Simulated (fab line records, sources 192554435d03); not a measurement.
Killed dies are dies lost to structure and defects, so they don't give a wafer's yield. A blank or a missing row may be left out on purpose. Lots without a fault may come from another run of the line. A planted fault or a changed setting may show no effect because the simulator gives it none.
Which tool did it? | flow n5_finfet | 24 lots, 72 wafers sampled, at 6 steps of a route of 1938

WHAT THE GAUGES READ, wafer by wafer
N5_DUMMY_GATE_CD_MEAS_15: target cd 25.8 nm. Usual: cd_nm 25.00 nm, standard deviation 0.25.
lot  | measured    | on        | cd_nm (nm)        | flag
L074 | day 2 22:34 | cd_sem-01 | 24.57 24.77 24.93 |
L075 | day 3 05:11 | cd_sem-02 | 24.98 25.00 24.91 |
L076 | day 3 10:45 | cd_sem-02 | 24.97 25.34 24.83 |
L077 | day 3 17:44 | cd_sem-02 | 24.92 25.04 25.30 |
L078 | day 3 21:52 | cd_sem-02 | 25.20 25.14 25.39 |
L079 | day 4 04:51 | cd_sem-02 | 25.13 25.05 25.13 |
L080 | day 4 09:22 | cd_sem-02 | 25.16 24.68 25.21 |
L081 | day 4 15:11 | cd_sem-01 | 24.54 24.72 25.00 |
L082 | day 4 22:18 | cd_sem-02 | 25.21 24.92 25.11 |
L083 | day 5 03:26 | cd_sem-03 | 25.05 25.18 24.86 |
L084 | day 5 11:05 | cd_sem-02 | 25.16 25.35 25.23 |
L085 | day 5 17:42 | cd_sem-02 | 25.03 24.66 24.86 |
L086 | day 6 00:23 | cd_sem-01 | 24.56 24.55 24.46 |
L087 | day 6 03:12 | cd_sem-03 | 24.69 24.76 24.74 |
L088 | day 6 10:05 | cd_sem-01 | 25.68 24.93 25.12 |
L089 | day 6 15:17 | cd_sem-03 | 25.04 24.85 25.18 |
L090 | day 6 23:32 | cd_sem-02 | 24.73 25.05 25.14 |
L091 | day 8 07:44 | cd_sem-01 | 24.99 24.98 25.18 |
L092 | day 8 15:29 | cd_sem-03 | 25.27 25.02 25.50 |
L093 | day 8 11:38 | cd_sem-03 | 24.70 24.81 24.88 |
L094 | day 8 15:25 | cd_sem-02 | 24.93 24.93 25.21 |
L095 | day 8 15:27 | cd_sem-02 | 24.88 24.52 25.48 |
L096 | day 8 19:20 | cd_sem-01 | 25.29 24.82 25.11 |
L097 | day 9 01:20 | cd_sem-03 | 24.90 24.77 24.64 |

N5_DUMMY_GATE_OVL_MEAS_16. Usual: GATE_OVL -0.2 nm, standard deviation 0.67.
lot  | measured    | on         | GATE_OVL (nm)  | flag
L074 | day 2 22:36 | overlay-02 | 0.4 0.0 0.6    |
L075 | day 3 05:14 | overlay-01 | 0.1 0.0 0.2    |
L076 | day 3 10:47 | overlay-02 | 1.0 0.8 1.2    |
L077 | day 3 17:47 | overlay-01 | -0.2 -0.9 -0.4 |
L078 | day 3 21:55 | overlay-02 | -0.5 -0.6 -0.6 |
L079 | day 4 04:54 | overlay-02 | -0.2 0.3 0.3   |
L080 | day 4 09:25 | overlay-01 | -0.6 0.2 0.1   |
L081 | day 4 15:14 | overlay-01 | -0.9 0.3 -0.3  |
L082 | day 4 22:20 | overlay-01 | -0.1 -1.5 0.4  |
L083 | day 5 03:29 | overlay-01 | -0.8 -0.6 0.1  |
L084 | day 5 11:08 | overlay-02 | 0.6 -0.8 -0.9  |
L085 | day 5 17:44 | overlay-02 | -0.4 -0.8 -1.0 |
L086 | day 6 00:26 | overlay-02 | -0.2 -0.2 -0.5 |
L087 | day 6 03:14 | overlay-01 | -0.1 0.8 0.6   |
L088 | day 6 10:08 | overlay-01 | -0.9 -0.8 -0.8 |
L089 | day 6 15:19 | overlay-01 | 0.3 -0.2 -1.4  |
L090 | day 6 23:35 | overlay-01 | 0.8 0.3 0.3    |
L091 | day 8 07:47 | overlay-01 | -0.9 -1.1 -0.6 |
L092 | day 8 15:32 | overlay-02 | -1.7 -1.1 -0.3 |
L093 | day 8 11:41 | overlay-01 | -0.1 0.3 0.1   |
L094 | day 8 15:27 | overlay-02 | -0.2 -0.3 -0.5 |
L095 | day 8 15:29 | overlay-01 | -0.3 -0.2 -0.4 |
L096 | day 8 19:22 | overlay-02 | -1.6 -0.7 -0.9 |
L097 | day 9 01:22 | overlay-02 | -0.1 0.3 0.2   |

N5_DUMMY_GATE_CD_MEAS_50: target cd 14 nm. Usual: cd_nm 13.9 nm, standard deviation 0.44.
lot  | measured    | on        | cd_nm (nm)     | flag
L074 | day 2 23:04 | cd_sem-01 | 14.5 14.7 14.9 |
L075 | day 3 05:49 | cd_sem-02 | 14.4 14.0 14.2 |
L076 | day 3 11:19 | cd_sem-02 | 13.7 13.9 13.8 |
L077 | day 3 18:49 | cd_sem-01 | 13.9 13.7 14.2 |
L078 | day 3 22:25 | cd_sem-01 | 14.1 14.0 14.4 |
L079 | day 4 05:29 | cd_sem-01 | 13.5 14.0 14.3 |
L080 | day 4 09:53 | cd_sem-01 | 14.2 14.1 14.2 |
L081 | day 4 15:41 | cd_sem-01 | 13.9 13.2 13.9 |
L082 | day 4 23:18 | cd_sem-03 | 14.0 14.6 14.5 |
L083 | day 5 03:57 | cd_sem-02 | 13.6 13.9 14.5 |
L084 | day 5 11:46 | cd_sem-02 | 14.3 13.6 14.7 |
L085 | day 5 18:26 | cd_sem-03 | 14.1 13.7 14.1 |
L086 | day 6 00:57 | cd_sem-02 | 12.8 13.4 13.2 |
L087 | day 6 03:43 | cd_sem-01 | 13.6 13.4 14.7 |
L088 | day 6 11:09 | cd_sem-03 | 13.7 14.5 13.8 |
L089 | day 6 15:59 | cd_sem-01 | 13.6 14.4 13.5 |
L090 | day 7 00:03 | cd_sem-01 | 14.3 13.4 14.0 |
L091 | day 8 08:19 | cd_sem-01 | 14.0 13.4 14.2 |
L092 | day 8 16:23 | cd_sem-01 | 14.2 13.7 14.6 |
L093 | day 8 12:10 | cd_sem-02 | 13.6 13.5 13.7 |
L094 | day 8 15:58 | cd_sem-02 | 13.9 14.5 14.1 |
L095 | day 8 15:59 | cd_sem-02 | 13.5 13.9 13.6 |
L096 | day 8 19:50 | cd_sem-03 | 15.2 13.8 14.2 |
L097 | day 9 01:50 | cd_sem-01 | 13.6 13.1 13.9 |

N5_SD_EPI_N_CD_MEAS_09: target cd 120 nm. Usual: cd_nm 119.5 nm, standard deviation 0.68.
lot  | measured    | on        | cd_nm (nm)        | flag
L074 | day 3 01:04 | cd_sem-02 | 119.5 118.0 118.6 |
L075 | day 3 07:29 | cd_sem-02 | 119.3 119.7 118.8 |
L076 | day 3 12:59 | cd_sem-01 | 119.7 119.7 119.7 |
L077 | day 3 20:38 | cd_sem-01 | 120.2 118.5 119.7 |
L078 | day 4 00:17 | cd_sem-02 | 119.0 119.1 119.6 |
L079 | day 4 07:26 | cd_sem-02 | 119.8 121.1 120.6 |
L080 | day 4 12:14 | cd_sem-03 | 118.6 119.1 119.3 |
L081 | day 4 19:53 | cd_sem-03 | 120.2 119.7 119.5 |
L082 | day 5 00:57 | cd_sem-03 | 119.7 119.2 119.8 |
L083 | day 5 06:11 | cd_sem-01 | 118.8 119.7 119.5 |
L084 | day 5 13:41 | cd_sem-01 | 119.5 119.0 119.7 |
L085 | day 5 20:14 | cd_sem-01 | 119.4 120.1 119.4 |
L086 | day 6 02:49 | cd_sem-03 | 120.1 120.8 119.6 |
L087 | day 6 05:34 | cd_sem-03 | 118.8 119.0 119.6 |
L088 | day 6 13:17 | cd_sem-01 | 119.6 118.7 118.9 |
L089 | day 6 17:53 | cd_sem-03 | 118.9 119.3 119.4 |
L090 | day 7 01:50 | cd_sem-01 | 121.1 120.7 121.0 |
L091 | day 8 10:08 | cd_sem-02 | 119.9 119.9 119.4 |
L092 | day 8 20:34 | cd_sem-01 | 119.8 118.3 119.8 |
L093 | day 8 13:55 | cd_sem-01 | 120.3 121.1 120.6 |
L094 | day 8 19:22 | cd_sem-01 | 119.7 119.4 119.4 |
L095 | day 8 20:02 | cd_sem-02 | 118.6 119.6 119.6 |
L096 | day 8 23:32 | cd_sem-02 | 119.1 120.2 119.2 |
L097 | day 9 03:41 | cd_sem-01 | 119.1 118.9 118.5 |

WHICH TOOL RAN EACH LOT (tool, then ch and the chambers of the sampled wafers, then the start)
lot  | N5_FIN_CUT_ETCH_21                | N5_DUMMY_GATE_ETCH_23
L074 | rie_diel-02 ch 2,3, day 2 03:43   | rie_si-02 ch 0,1,3, day 2 23:24
L075 | rie_diel-01 ch 2,3, day 2 10:10   | rie_si-02 ch 0,2,3, day 3 06:09
L076 | rie_diel-03 ch 2,3, day 2 15:59   | rie_si-06 ch 0,3, day 3 11:38
L077 | rie_diel-02 ch 0,1,3, day 2 21:25 | rie_si-03 ch 1,2, day 3 19:10
L078 | rie_diel-02 ch 1,3, day 3 03:19   | rie_si-06 ch 0,1,3, day 3 22:47
L079 | rie_diel-03 ch 0,1,2, day 3 10:36 | rie_si-06 ch 1,3, day 4 05:59
L080 | rie_diel-03 ch 2,3, day 3 14:50   | rie_si-03 ch 0,3, day 4 10:12
L081 | rie_diel-02 ch 0,3, day 3 21:04   | rie_si-02 ch 1,2, day 4 16:01
L082 | rie_diel-01 ch 0,2,3, day 4 04:07 | rie_si-06 ch 1,2,3, day 4 23:38
L083 | rie_diel-02 ch 1,2, day 4 08:47   | rie_si-06 ch 0,2,3, day 5 04:16
L084 | rie_diel-03 ch 0,1,2, day 4 14:57 | rie_si-06 ch 1,3, day 5 12:05
L085 | rie_diel-02 ch 1,2,3, day 4 21:18 | rie_si-06 ch 2,3, day 5 18:46
L086 | rie_diel-01 ch 0,2, day 5 02:55   | rie_si-06 ch 1,2, day 6 01:22
L087 | rie_diel-03 ch 0,2,3, day 5 08:34 | rie_si-06 ch 0,1,2, day 6 04:07
L088 | rie_diel-03 ch 0,1,2, day 5 15:47 | rie_si-06 ch 0,2,3, day 6 11:28
L089 | rie_diel-03 ch 0,1,2, day 5 21:08 | rie_si-06 ch 0,2,3, day 6 16:23
L090 | rie_diel-01 ch 1,2, day 6 04:05   | rie_si-06 ch 0,2, day 7 00:22
L091 | rie_diel-02 ch 0,2,3, day 6 10:24 | rie_si-06 ch 0,1,2, day 8 08:39
L092 | rie_diel-02 ch 0,1, day 6 16:13   | rie_si-06 ch 0,1,3, day 8 16:44
L093 | rie_diel-02 ch 1,2, day 6 22:23   | rie_si-03 ch 1,3, day 8 12:30
L094 | rie_diel-03 ch 0,3, day 7 02:53   | rie_si-02 ch 2,3, day 8 16:31
L095 | rie_diel-01 ch 0,2,3, day 7 08:46 | rie_si-03 ch 2,3, day 8 16:33
L096 | rie_diel-01 ch 0,2, day 7 15:19   | rie_si-02 ch 2,3, day 8 20:10
L097 | rie_diel-01 ch 0,1,2, day 7 23:45 | rie_si-03 ch 1,2,3, day 9 02:10
- N5_FIN_CUT_ETCH_21: etches SOC in N2/H2, target depth 219 nm, overetch 43.8 nm, time 523.5 s.
- N5_DUMMY_GATE_ETCH_23: etches poly-Si in HBr/Cl2/O2, target depth 41 nm, time 22.3 s.

WHAT THE TOOLS THEMSELVES READ (means of the sampled wafers that have a number; where no wafer has one, the mark that the record gives instead)
N5_FIN_CUT_ETCH_21. Usual: drypump_motor_current_A 5.8 A, standard deviation 0.51; oes_product_au 0.71 a.u., standard deviation 0.076; rf_fwd_power_W 849.0 W, standard deviation 2.6; rf_vpp_V 240.7 V, standard deviation 1.2; showerhead_plenum_p_Torr 2.54 Torr, standard deviation 0.078; throttle_valve_pct 17.78 %, standard deviation 0.26.
lot  | tool        | drypump_motor_current_A (A) | oes_product_au (a.u.) | rf_fwd_power_W (W) | rf_vpp_V (V) | showerhead_plenum_p_Torr (Torr) | throttle_valve_pct (%) | flag
L074 | rie_diel-02 | 6.3                         | 0.67                  | 847.9              | 239.3        | 2.46                            | 18.01                  |
L075 | rie_diel-01 | 5.5                         | 0.64                  | 850.2              | 240.8        | 2.54                            | 17.76                  |
L076 | rie_diel-03 | 6.3                         | 0.66                  | 848.6              | 241.6        | 2.60                            | 17.70                  |
L077 | rie_diel-02 | 5.7                         | 0.66                  | 850.0              | 239.2        | 2.46                            | 17.98                  |
L078 | rie_diel-02 | 5.9                         | 0.67                  | 849.6              | 238.6        | 2.44                            | 18.01                  |
L079 | rie_diel-03 | 5.6                         | 0.72                  | 852.8              | 241.6        | 2.59                            | 17.76                  |
L080 | rie_diel-03 | 6.4                         | 0.66                  | 849.3              | 240.7        | 2.60                            | 17.72                  |
L081 | rie_diel-02 | 6.0                         | 0.65                  | 849.5              | 239.5        | 2.46                            | 17.96                  |
L082 | rie_diel-01 | 5.8                         | 0.77                  | 850.6              | 241.0        | 2.57                            | 17.60                  |
L083 | rie_diel-02 | 6.0                         | 0.66                  | 846.6              | 240.8        | 2.48                            | 18.09                  |
L084 | rie_diel-03 | 5.6                         | 0.72                  | 848.3              | 240.9        | 2.59                            | 17.78                  |
L085 | rie_diel-02 | 5.9                         | 0.66                  | 847.7              | 239.8        | 2.45                            | 18.07                  |
L086 | rie_diel-01 | 6.0                         | 0.82                  | 846.9              | 241.8        | 2.60                            | 17.65                  |
L087 | rie_diel-03 | 5.8                         | 0.69                  | 849.0              | 240.2        | 2.57                            | 17.64                  |
L088 | rie_diel-03 | 5.6                         | 0.71                  | 849.5              | 241.3        | 2.59                            | 17.79                  |
L089 | rie_diel-03 | 5.6                         | 0.71                  | 849.1              | 241.1        | 2.59                            | 17.79                  |
L090 | rie_diel-01 | 5.8                         | 0.84                  | 849.1              | 242.1        | 2.68                            | 17.40                  |
L091 | rie_diel-02 | 6.1                         | 0.73                  | 850.7              | 240.0        | 2.47                            | 17.88                  |
L092 | rie_diel-02 | 5.3                         | 0.74                  | 847.9              | 239.6        | 2.44                            | 17.92                  |
L093 | rie_diel-02 | 6.0                         | 0.65                  | 848.2              | 239.7        | 2.47                            | 18.13                  |
L094 | rie_diel-03 | 6.1                         | 0.82                  | 851.0              | 241.6        | 2.58                            | 17.48                  |
L095 | rie_diel-01 | 5.9                         | 0.73                  | 850.1              | 240.5        | 2.56                            | 17.65                  |
L096 | rie_diel-01 | 5.9                         | 0.79                  | 848.8              | 241.4        | 2.60                            | 17.67                  |
L097 | rie_diel-01 | 6.0                         | 0.80                  | 849.2              | 241.6        | 2.63                            | 17.54                  |

N5_DUMMY_GATE_ETCH_23. Usual: O2_flow_sccm 12.00 sccm, standard deviation 0.033; drypump_motor_current_A 5.6 A, standard deviation 0.4; oes_o_777_au 1.01 a.u., standard deviation 0.049; oes_product_au 0.999 a.u., standard deviation 0.019; rf_fwd_power_W 792.8 W, standard deviation 2.9; throttle_valve_pct 37.1 %, standard deviation 0.31.
lot  | tool      | O2_flow_sccm (sccm) | drypump_motor_current_A (A) | oes_o_777_au (a.u.) | oes_product_au (a.u.) | rf_fwd_power_W (W) | throttle_valve_pct (%) | flag
L074 | rie_si-02 | 12.03               | 5.6                         | 1.00                | 1.006                 | 796.0              | 37.5                   |
L075 | rie_si-02 | 12.00               | 6.0                         | 0.97                | 0.996                 | 792.6              | 37.3                   |
L076 | rie_si-06 | 12.01               | 5.3                         | 0.98                | 0.984                 | 791.2              | 36.9                   |
L077 | rie_si-03 | 12.01               | 5.5                         | 1.02                | 1.002                 | 791.7              | 37.0                   |
L078 | rie_si-06 | 11.99               | 5.4                         | 1.00                | 0.991                 | 795.2              | 37.1                   |
L079 | rie_si-06 | 12.00               | 5.3                         | 0.99                | 0.995                 | 794.2              | 37.2                   |
L080 | rie_si-03 | 12.05               | 6.3                         | 0.98                | 0.987                 | 796.1              | 37.4                   |
L081 | rie_si-02 | 11.98               | 5.6                         | 0.98                | 0.993                 | 792.6              | 37.7                   |
L082 | rie_si-06 | 11.99               | 5.4                         | 1.03                | 1.012                 | 792.2              | 37.1                   |
L083 | rie_si-06 | 12.01               | 5.4                         | 1.02                | 0.999                 | 792.9              | 36.9                   |
L084 | rie_si-06 | 12.02               | 5.4                         | 1.01                | 1.001                 | 791.1              | 37.4                   |
L085 | rie_si-06 | 12.00               | 5.3                         | 1.02                | 0.996                 | 791.7              | 37.0                   |
L086 | rie_si-06 | 12.03               | 5.5                         | 1.07                | 1.016                 | 794.2              | 37.1                   |
L087 | rie_si-06 | 12.00               | 5.5                         | 1.04                | 1.000                 | 794.8              | 37.0                   |
L088 | rie_si-06 | 11.97               | 5.4                         | 1.02                | 1.001                 | 792.8              | 36.8                   |
L089 | rie_si-06 | 12.01               | 5.4                         | 1.02                | 1.000                 | 794.0              | 36.8                   |
L090 | rie_si-06 | 12.01               | 5.6                         | 1.02                | 0.997                 | 790.7              | 36.7                   |
L091 | rie_si-06 | 12.02               | 5.5                         | 1.04                | 1.002                 | 792.3              | 37.0                   |
L092 | rie_si-06 | 11.99               | 5.4                         | 1.01                | 0.990                 | 794.0              | 37.1                   |
L093 | rie_si-03 | 11.96               | 5.6                         | 1.02                | 0.997                 | 793.4              | 37.1                   |
L094 | rie_si-02 | 11.98               | 6.1                         | 1.01                | 1.001                 | 793.9              | 37.3                   |
L095 | rie_si-03 | 12.00               | 6.2                         | 0.97                | 0.989                 | 793.4              | 37.3                   |
L096 | rie_si-02 | 12.00               | 6.3                         | 0.97                | 0.983                 | 790.6              | 37.4                   |
L097 | rie_si-03 | 12.04               | 5.9                         | 1.00                | 1.000                 | 794.2              | 37.2                   |

THE ANSWER, worked out from the rows above alone
Rule: a lot is off if the mean of its wafers that have a number lies more than 3 standard deviations from the usual mean. A lot without any number at a reading at which 4 lots or more have one is off too. The other lots that the step has rows for count as sound. The gauges are gone through in route order, then the tools' own readings, and for those a lot's mean is taken as printed above. The first step at which some lot is off is used, and at that step the reading that is off furthest; a lot without a number counts as furthest.
No lot is off at any reading shown: from this, nothing can be told.

WHAT THE SIMULATOR HAD PUT IN
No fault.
